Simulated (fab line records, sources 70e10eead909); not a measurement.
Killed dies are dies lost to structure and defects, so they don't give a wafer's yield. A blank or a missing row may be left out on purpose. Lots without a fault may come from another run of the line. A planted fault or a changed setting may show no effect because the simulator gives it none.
Chamber matching | flow nand_harc | NHARC_A_CHANNEL_FILL_D2_ETCHBACK_20 on rie_diel-01: 4 sister chambers
The step etches the open film in C4F8/O2/Ar, target depth 27 nm, time 13.5 s. 4 wafers are shown with their chamber, then 7 later ones without.

WAFERS WITH THEIR CHAMBER
wafer  | chamber | rf_vpp_V (V)
L589.3 | 0       | 977
L589.6 | 2       | 968
L592.3 | 3       | 981
L592.4 | 1       | 983

WAFERS WITHOUT THEIR CHAMBER
wafer  | rf_vpp_V (V)
L592.5 | 982
L601.1 | 981
L601.4 | 979
L601.6 | 981
L604.1 | 982
L604.2 | 982
L604.3 | 970

WHICH CHAMBER EACH WENT THROUGH
wafer  | from the rows above          | in truth
L592.5 | can't be placed: 1 or 3      | 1
L601.1 | can't be placed: 3 or 1      | 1
L601.4 | can't be placed: 0 or 3 or 1 | 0
L601.6 | can't be placed: 3 or 1      | 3
L604.1 | can't be placed: 1 or 3      | 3
L604.2 | can't be placed: 1 or 3      | 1
L604.3 | 2                            | 2
Placed correctly: 1 of 7. Can't be placed from these rows: 6 (the true chamber is among the candidates in 6). Placed wrongly: 0.
How it was worked out, from the rows above alone: a wafer's distance from a chamber is the root of the sum, over the readings, of the square of ((its reading less the chamber's mean) divided by the reading's scatter). The wafer belongs to the nearest chamber; if the next one is less than 2 further off, it can't be placed. A chamber's mean is the mean of its shown wafers. The scatter: with one shown wafer a chamber, the root of the mean of the squares of how far each hidden wafer lies from its nearest shown one.
